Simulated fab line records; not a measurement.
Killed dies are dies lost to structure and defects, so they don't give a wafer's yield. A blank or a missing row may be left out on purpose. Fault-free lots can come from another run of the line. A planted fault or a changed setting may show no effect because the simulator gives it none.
fab line records	flow n5_finfet
record lots=11	wafers=30	last_day=17
route steps=1938 shown BEOL_M12@1617 PASSIVATION@1936
lots untouched by any fault: they come from a run of this same line in which no faults occurred
start_h: hours from the record's first day to the start of the lot's first wafer shown	wait_h: hours elapsed since this lot's preceding step	" unchanged from the row above	L1.1+2: several wafers, shown together as one row	- no value, or no start was given	* or withheld: withheld	< > ~ a bound
route shown NAME@n: NAME is a module with steps in the file, n the number in the route of the first one	usual: mean/standard deviation taken from wafers without a fault	same: alike in all rows	chamber/n: place in a boat	sites: readings site by site	_std_site: standard deviation across them	_edge_site: inner sites' mean taken away from outer sites' mean	radius_mm: how far each site lies from the wafer's centre	mask NAME#n: copy n	behind: the most recent tool/chamber to have shaped the wafer	hold: reason for holding the lot/hours on hold/outcome of the hold	device: transistor that didn't switch, given as n, p or np	end of line: the tests these same wafers got at the end of their route	step lacking rows: just its recipe	killed: dies lost to structure and defects at the first sort, not the wafer's yield	map: dies across one wafer; x = killed, . = not, _ = none there
set.NAME: the setting the step ran with; set.NAME@STEP: the setting that earlier step ran with	model.NAME: the simulator's own value behind a step, which no gauge read
a sample of lots followed through the steps of the route, with each step as a table and each wafer as a row
services: the hour from which a tool's chamber was out of use, counted from the record's first day as start_h (under 0 if before that day), plus the number of hours and why
## steps
# step N5_BEOL_M12_VIA_ETCH_16
# recipe chemistry=C4F8/O2/Ar	target=SiOC	pressure_mtorr=30	source_w=3000	bias_w=700	Ar_flow_sccm=400	C4F8_flow_sccm=15	O2_flow_sccm=8	he_inner_torr=15	he_outer_torr=30	target_depth_a=7248	time_s=withheld	ion_energy_ev=250	ends=cleared
# usual bias_w=700.3/2.2	drypump_motor_current_A=5.6/0.43	oes_product_au=0.73/0.062	rf_vpp_V=666.1/2.5	showerhead_plenum_p_Torr=3.43/0.088	throttle_valve_pct=24.16/0.15
lot.wafer	tool	chamber	start_h	wait_h	bias_w	drypump_motor_current_A	oes_product_au	rf_vpp_V	showerhead_plenum_p_Torr	throttle_valve_pct
L441.2	rie_diel-06	1	252.70	0.0	699.1	6.2	0.62	660.8	3.25	24.32
L441.3	"	0	"	"	699.8	5.3	0.65	664.2	3.39	24.34
L441.5	"	1	"	"	697.8	6.1	0.62	660.2	3.25	24.31
L442.1	rie_diel-06	3	258.31	0.0	697.5	5.1	0.82	668.3	3.50	24.18
L442.2	"	1	"	"	698.0	6.2	0.62	660.4	3.25	24.31
L442.4	"	2	"	"	698.4	5.3	0.74	671.9	3.56	23.92
L444.2	rie_diel-06	3	277.25	0.0	700.2	5.1	0.82	668.4	3.50	24.21
L444.3	"	1	"	"	700.3	6.2	0.62	659.1	3.24	24.32
L444.6	"	0	"	"	702.6	5.3	0.65	664.5	3.38	24.36
L446.2	rie_diel-05	1	287.25	0.0	699.7	5.9	0.77	662.4	3.29	24.20
L446.4	"	3	"	"	699.5	6.2	0.79	668.9	3.48	24.12
L446.5	"	2	"	"	698.0	5.8	0.73	663.2	3.30	24.26
L447.5	rie_diel-05	0	287.78	0.1	701.0	5.7	0.68	665.3	3.44	23.94
L447.6	"	1	"	"	697.0	5.9	0.77	662.9	3.29	24.19
L451.1	rie_diel-06	0	318.59	0.0	702.6	5.3	0.64	664.1	3.38	24.36
L451.5	"	3	"	"	702.8	5.1	0.80	666.2	3.49	24.24
L450.2	rie_diel-06	3	318.92	0.0	701.7	5.1	0.78	666.9	3.49	24.23
L450.4	"	1	"	"	700.1	6.1	0.89	670.5	3.64	24.05
L450.6	"	2	"	"	699.9	5.3	0.72	668.4	3.54	23.95
L457.1	rie_diel-05	2	335.05	0.0	701.2	5.8	0.72	662.4	3.29	24.28
L457.3	"	1	"	"	699.4	5.9	0.75	663.5	3.28	24.22
L457.6	"	2	"	"	699.1	5.8	0.72	662.4	3.29	24.30
L456.1	rie_diel-06	0	338.07	0.0	700.2	5.3	0.64	665.2	3.37	24.38
L456.2	"	1	"	"	703.7	6.2	0.86	671.3	3.64	24.05
L459.1	rie_diel-05	2	343.72	0.0	698.6	5.8	0.71	664.1	3.29	24.29
L459.4	"	1	"	"	699.5	5.9	0.74	662.5	3.28	24.21
L459.6	"	3	"	"	699.7	6.2	0.78	665.8	3.47	24.15
L463.2	rie_diel-01	3	380.62	0.0	702.8	5.6	0.81	666.3	3.48	24.19
L463.3	"	1	"	"	699.8	6.1	0.68	664.1	3.42	24.38
L463.5	"	2	"	"	702.0	4.9	0.74	666.4	3.44	24.05
# step N5_BEOL_M12_STRIP_64
# recipe chemistry=N2/H2	power_w=1000	temp_c=250	h2_frac=0.65	overash_fraction=0.3	pressure_mtorr=withheld	n2_flow_sccm=1750	h2_flow_sccm=3250
# usual drypump_motor_current_A=5.75/0.28	h2_flow_sccm=3250/9.9	heater_power_w=359/28	oes_product_au=0.714/0.0044	strip_time_to_endpoint_s=31.31/0.088
lot.wafer	tool	chamber	start_h	wait_h	drypump_motor_current_A	h2_flow_sccm	heater_power_w	oes_product_au	rf_hours_counter_h	strip_time_to_endpoint_s
L441.2	plasma_asher-02	0	252.95	0.0	5.51	3242	368	0.711	71	31.22
L441.3	"	1	"	"	5.94	3246	364	0.717	-	31.28
L441.5	"	0	"	"	5.50	3251	371	0.707	-	31.21
L442.1	plasma_asher-02	1	258.57	0.0	5.94	3261	361	0.706	72	31.26
L442.2	"	0	"	"	5.53	3249	368	0.713	72	31.26
L442.4	"	1	"	"	5.94	3241	375	0.709	-	31.15
L444.2	plasma_asher-01	0	277.51	0.0	5.37	3246	294	0.714	130	31.39
L444.3	"	0	"	"	5.35	3246	300	0.716	-	31.41
L444.6	"	0	"	"	5.37	3260	302	0.716	-	31.47
L446.2	plasma_asher-01	0	287.51	0.0	5.34	3255	301	0.708	132	31.15
L446.4	"	1	"	"	6.16	3256	384	0.720	-	31.20
L446.5	"	0	"	"	5.34	3260	301	0.719	-	31.22
L447.5	plasma_asher-01	0	287.99	0.0	5.37	3248	303	0.714	-	31.20
L447.6	"	1	"	"	6.13	3255	379	0.712	-	31.25
L451.1	plasma_asher-02	0	318.85	0.0	5.52	3223	366	0.709	82	31.24
L451.5	"	1	"	"	5.94	3259	370	0.708	-	31.29
L450.2	plasma_asher-02	0	319.18	0.0	5.56	3243	364	0.710	83	31.28
L450.4	"	0	"	"	5.55	3239	366	0.716	-	31.31
L450.6	"	0	"	"	5.53	3243	360	0.706	-	31.28
L457.1	plasma_asher-02	1	335.31	0.0	5.97	3263	363	0.717	86	31.30
L457.3	"	1	"	"	5.97	3265	369	0.716	-	31.32
L457.6	"	0	"	"	5.54	3252	361	0.716	-	31.31
L456.1	plasma_asher-02	1	338.33	0.0	5.94	3260	371	0.713	86	31.17
L456.2	"	0	"	"	5.52	3239	369	0.719	86	31.24
L459.1	plasma_asher-02	0	343.98	0.0	5.52	3259	366	0.719	88	31.29
L459.4	"	1	"	"	5.94	3259	358	0.709	-	31.29
L459.6	"	1	"	"	5.94	3253	366	0.714	-	31.32
L463.2	plasma_asher-01	0	380.88	0.0	5.36	3230	298	0.721	151	31.25
L463.3	"	0	"	"	5.38	3245	299	0.715	-	31.28
L463.5	"	0	"	"	5.40	3251	299	0.713	-	31.24
# step N5_BEOL_M12_EXPOSE_25
# recipe mask_id=M12	na=0.93	source_shape=conventional	sigma_outer=0.4	polarization=unpolarized	dose_mj=21.8
# same na=0.93
lot.wafer	tool	chamber	start_h	wait_h	mask
L441.2+3+5	krf_scanner-02	0	253.26	-	M12#0
L442.1+2+4	krf_scanner-02	0	258.87	-	M12#0
L444.2+3+6	krf_scanner-02	0	277.81	-	M12#0
L446.2+4+5	krf_scanner-02	0	287.95	-	M12#0
L447.5+6	krf_scanner-02	0	288.28	-	M12#0
L451.1+5	krf_scanner-02	0	319.15	-	M12#0
L450.2+4+6	krf_scanner-02	0	319.49	-	M12#0
L457.1+3+6	krf_scanner-02	0	335.74	-	M12#0
L456.1+2	krf_scanner-01	0	338.75	-	M12#0
L459.1+4+6	krf_scanner-02	0	344.44	-	M12#0
L463.2+3+5	krf_scanner-01	0	381.31	-	M12#0
# step N5_BEOL_M12_OVL_MEAS_29
# recipe points_per_wafer=44
# usual M12_OVL=-1/6.4
lot.wafer	tool	chamber	start_h	wait_h	M12_OVL[nm]
L441.2	overlay-02	0	253.46	0.0	3
L441.3	"	0	"	"	2
L441.5	"	0	"	"	2
L442.1	overlay-02	0	259.08	0.0	-1
L442.2	"	0	"	"	5
L442.4	"	0	"	"	4
L444.2	overlay-02	0	278.01	0.0	8
L444.3	"	0	"	"	5
L444.6	"	0	"	"	3
L446.2	overlay-01	0	288.14	0.0	-4
L446.4	"	0	"	"	-4
L446.5	"	0	"	"	0
L447.5	overlay-01	0	288.47	0.0	-2
L447.6	"	0	"	"	1
L451.1	overlay-01	0	319.35	0.0	-8
L451.5	"	0	"	"	4
L450.2	overlay-01	0	319.69	0.0	-10
L450.4	"	0	"	"	-14
L450.6	"	0	"	"	-15
L457.1	overlay-01	0	335.94	0.0	24
L457.3	"	0	"	"	26
L457.6	"	0	"	"	25
L456.1	overlay-02	0	338.95	0.0	6
L456.2	"	0	"	"	1
L459.1	overlay-01	0	344.65	0.0	31
L459.4	"	0	"	"	22
L459.6	"	0	"	"	26
L463.2	overlay-01	0	381.51	0.0	-2
L463.3	"	0	"	"	-1
L463.5	"	0	"	"	4
# step N5_BEOL_M12_DESCUM_33
# recipe chemistry=O2	time_s=7.9	source_power_w=50	bias_power_w=20	pressure_mtorr=20	rf_frequency_hz=2.712e+07	temp_c=40	o2_flow_sccm=225
# usual drypump_motor_current_A=5.6/0.42	o2_flow_sccm=225.0/0.68	oes_product_au=0.81/0.065	rf_vpp_V=243.4/1.2	showerhead_plenum_p_Torr=2.11/0.061	throttle_valve_pct=20.46/0.17
lot.wafer	tool	chamber	start_h	wait_h	drypump_motor_current_A	o2_flow_sccm	oes_product_au	rf_hours_counter_h	rf_vpp_V	showerhead_plenum_p_Torr	throttle_valve_pct
L441.2	rie_diel-06	0	253.52	0.0	5.3	225.5	0.73	186	243.8	2.08	20.68
L441.3	"	3	"	"	5.1	225.1	0.92	14	243.8	2.16	20.46
L441.5	"	3	"	"	5.1	225.0	0.92	-	244.4	2.16	20.45
L442.1	rie_diel-06	0	259.13	0.0	5.3	225.1	0.72	189	242.5	2.08	20.68
L442.2	"	3	"	"	5.1	224.8	0.91	17	242.8	2.16	20.48
L442.4	"	1	"	"	6.2	225.6	0.68	241	241.0	1.96	20.43
L444.2	rie_diel-01	2	278.09	0.1	4.9	224.7	0.86	63	243.4	2.15	20.39
L444.3	"	1	"	"	6.1	224.6	0.80	116	243.4	2.11	20.52
L444.6	"	0	"	"	5.4	225.2	0.82	-	243.8	2.13	20.47
L446.2	rie_diel-01	1	288.77	0.6	6.1	224.9	0.79	121	244.7	2.10	20.54
L446.4	"	0	"	"	5.4	225.3	0.80	-	243.5	2.13	20.49
L446.5	"	2	"	"	4.9	225.0	0.86	-	244.0	2.14	20.39
L447.5	rie_diel-01	1	289.28	0.8	6.1	225.2	0.80	-	242.8	2.10	20.54
L447.6	"	2	"	"	4.9	225.1	0.86	-	243.6	2.14	20.40
L451.1	rie_diel-06	2	319.41	0.0	5.3	226.2	0.79	105	242.9	2.20	20.33
L451.5	"	2	"	"	5.3	224.7	0.79	-	244.1	2.20	20.34
L450.2	rie_diel-06	0	320.04	0.3	5.3	224.4	0.71	209	242.4	2.07	20.69
L450.4	"	1	"	"	6.2	223.5	0.97	4	245.7	2.22	20.10
L450.6	"	2	"	"	5.3	224.6	0.80	-	246.2	2.20	20.34
L457.1	rie_diel-06	0	336.04	0.1	5.3	223.7	0.71	216	242.9	2.07	20.72
L457.3	"	2	"	"	5.3	225.4	0.79	111	243.8	2.20	20.35
L457.6	"	2	"	"	5.3	226.0	0.80	-	243.6	2.19	20.37
L456.1	rie_diel-01	2	339.01	0.0	4.9	224.7	0.83	89	243.0	2.14	20.45
L456.2	"	1	"	"	6.1	227.0	0.79	141	241.9	2.10	20.59
L459.1	rie_diel-05	1	344.94	0.3	5.9	223.9	0.84	93	241.6	2.01	20.53
L459.4	"	0	"	"	5.8	224.8	0.74	154	243.2	2.10	20.20
L459.6	"	3	"	"	6.3	225.5	0.84	-	245.4	2.11	20.28
L463.2	rie_diel-06	2	381.57	0.0	5.3	224.0	0.78	127	243.5	2.19	20.36
L463.3	"	1	"	"	6.2	224.1	0.91	25	244.9	2.21	20.13
L463.5	"	3	"	"	5.1	224.2	0.84	-	243.4	2.14	20.55
# step N5_PASSIVATION_PROBE_49
# usual defect_limited_yield=91.3/1.5	killed_at_M0_to_M3=31/11	killed_at_M4_up=14/5.1	killed_at_contacts=12/5.6	killed_at_front_end=42/12	killed_at_other=3.8/2.9	killed_dies=103/18	killed_open=67/14	killed_short=33/8	sort_bin_5_function=5.1/1	sort_bin_6_memory=3.2/0.75	sort_n_pass=1077/18	sort_yield_pct=91.3/1.5
# same gross_dies=1180	killed_at_back_side=0	sort_bin_4_leakage[%]=0	sort_bin_8_speed[%]=0
lot.wafer	tool	chamber	start_h	wait_h	defect_limited_yield[%]	killed_at_M0_to_M3	killed_at_M4_up	killed_at_contacts	killed_at_front_end	killed_at_other	killed_dies	killed_open	killed_short	sort_bin_5_function[%]	sort_bin_6_memory[%]	sort_n_pass	sort_yield_pct[%]
L442.1	prober-01	-	306.22	0.0	92.6	26	12	7	34	8	87	53	33	4.7	2.5	1093	92.6
L442.2	prober-01	-	306.27	0.1	90.7	34	10	5	55	6	110	73	33	5.8	3.3	1070	90.7
L442.4	prober-01	-	306.37	0.2	88.0	28	8	20	81	5	142	82	48	6.5	4.3	1038	88.0
L447.5	prober-01	-	339.62	0.2	93.2	17	12	9	36	6	80	49	31	4.0	2.5	1100	93.2
L447.6	prober-01	-	339.67	0.3	92.0	22	16	8	45	3	94	64	29	4.2	3.4	1086	92.0
L450.4	prober-02	-	368.06	0.2	91.4	19	13	15	55	0	102	67	29	4.7	3.1	1078	91.4
L457.1	prober-02	-	380.43	0.0	92.9	18	10	7	44	5	84	55	29	3.7	3.1	1096	92.9
L457.3	prober-02	-	380.53	0.1	92.3	43	12	3	28	5	91	54	33	5.0	1.9	1089	92.3
L457.6	prober-02	-	380.68	0.3	90.8	40	13	12	41	2	108	68	39	4.2	4.4	1072	90.8
# killed by level:class
L442.1 STI_FIN_REVEAL:geometric_particle:open=13 BEOL_M3:geometric_particle:short=9 FIN_SAQP:geometric_particle:open=8 BEOL_M5:geometric_particle:open=6 MOL_CONTACT_COAG:geometric_particle:open=5 BEOL_M0_SAQP:geometric_particle:open=5 BEOL_M0_SAQP:geometric_particle:short=4 BEOL_M2:geometric_particle:open=4
L442.2 FIN_SAQP:geometric_particle:open=21 STI_FIN_REVEAL:geometric_particle:open=10 FIN_SAQP:geometric_particle:short=9 BEOL_M0_SAQP:geometric_particle:short=8 BEOL_M2:geometric_particle:open=7 BEOL_M4:geometric_particle:open=7 BEOL_M3:geometric_particle:open=6 STARTING-WAFER:geometric_particle:short=5
L442.4 STI_FIN_REVEAL:geometric_particle:open=21 MOL_CONTACT_COAG:geometric_particle:open=16 FIN_SAQP:geometric_particle:short=13 BEOL_M2:geometric_particle:open=9 HKMG_FIN:area_etch=8 FIN_SAQP:geometric_particle:open=6 STI_FIN_REVEAL:geometric_particle:short=6 BEOL_M0_SAQP:geometric_particle:short=6
L447.5 FIN_SAQP:geometric_particle:short=11 DUMMY_GATE:geometric_particle:open=9 MOL_CONTACT_COAG:geometric_particle:open=6 BEOL_M5:geometric_particle:open=6 STI_FIN_REVEAL:geometric_particle:open=4 BEOL_M0_SAQP:geometric_particle:open=4 STARTING-WAFER:geometric_particle:open=4 MOL_CONTACT_COAG:geometric_particle:short=3
L447.6 FIN_SAQP:geometric_particle:open=15 FIN_SAQP:geometric_particle:short=13 BEOL_M1:geometric_particle:open=11 MOL_CONTACT_COAG:geometric_particle:open=8 BEOL_M4:geometric_particle:open=8 GATE_CUT:geometric_particle:open=6 GATE_CUT:geometric_particle:short=5 BEOL_M3:geometric_particle:open=3
L450.4 FIN_SAQP:geometric_particle:open=13 MOL_CONTACT_COAG:geometric_particle:open=11 BEOL_M1:geometric_particle:open=8 DUMMY_GATE:geometric_particle:open=7 STARTING-WAFER:geometric_particle:short=6 HKMG_FIN:area_etch=6 FIN_SAQP:geometric_particle:short=4 GATE_CUT:geometric_particle:short=4
L457.1 FIN_SAQP:geometric_particle:open=12 STI_FIN_REVEAL:geometric_particle:open=12 FIN_SAQP:geometric_particle:short=11 MOL_CONTACT_COAG:geometric_particle:open=5 BEOL_M0_SAQP:geometric_particle:short=4 BEOL_M1:geometric_particle:open=4 DUMMY_GATE:geometric_particle:open=3 BEOL_M3:geometric_particle:open=3
L457.3 BEOL_M3:geometric_particle:open=10 BEOL_M0_SAQP:geometric_particle:short=8 BEOL_M1:geometric_particle:open=7 FIN_SAQP:geometric_particle:short=6 BEOL_M2:geometric_particle:open=6 BEOL_M0_SAQP:geometric_particle:open=5 FIN_SAQP:geometric_particle:open=4 GATE_CUT:geometric_particle:open=4
L457.6 FIN_SAQP:geometric_particle:open=18 BEOL_M3:geometric_particle:open=10 MOL_CONTACT_COAG:geometric_particle:open=8 FIN_SAQP:geometric_particle:short=7 BEOL_M2:geometric_particle:open=5 STI_FIN_REVEAL:geometric_particle:open=4 DUMMY_GATE:geometric_particle:open=4 BEOL_M0:geometric_particle:open=4
## services
tool	chamber	start_h	hours	kind
krf_scanner-02	-	232.71	1.3	pm
krf_scanner-02	-	240.71	0.8	pm
krf_scanner-01	-	241.44	12.1	repair
krf_scanner-02	-	247.17	5.0	repair
krf_scanner-02	-	259.61	0.2	repair
rie_diel-01	3	263.49	2.6	repair
krf_scanner-01	-	272.00	0.8	pm
krf_scanner-02	-	282.65	3.0	repair
rie_diel-06	1	287.58	-	clean
rie_diel-06	1	287.58	-	consumable_replace:focus_ring
rie_diel-06	1	287.58	-	consumable_replace:showerhead
rie_diel-06	1	287.58	19.8	scheduled_down
rie_diel-06	1	287.58	19.8	vent_cycle
rie_diel-05	-	290.15	2.6	repair
krf_scanner-01	-	291.20	0.6	repair
krf_scanner-01	-	300.56	1.0	pm
rie_diel-06	0	300.58	5.8	repair
krf_scanner-02	-	309.87	1.0	pm
krf_scanner-01	-	311.61	1.3	pm
krf_scanner-01	-	320.53	0.3	repair
krf_scanner-02	0	324.82	-	calibration
rie_diel-06	-	348.84	2.8	pm
rie_diel-05	0	350.53	25.4	repair
krf_scanner-02	-	357.60	0.8	repair
## key
first_sign step=N5_BEOL_M12_OVL_MEAS_29	reading=M12_OVL	direction=up	sigmas=4.1	usual=-1	struck=26
effect none on later readings
met_at N5_BEOL_M12_EXPOSE_25
struck_lots L457,L459
not_acting_at N5_BEOL_M12_VIA_ETCH_16,N5_BEOL_M12_STRIP_64,N5_BEOL_M12_DESCUM_33
onset_between 319.49 335.74
fault kind=scanner_matching_overlay	tool=krf_scanner-02	chamber=-	onset_h=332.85	steps=N5_BEOL_M12_EXPOSE_25	offset=20.573
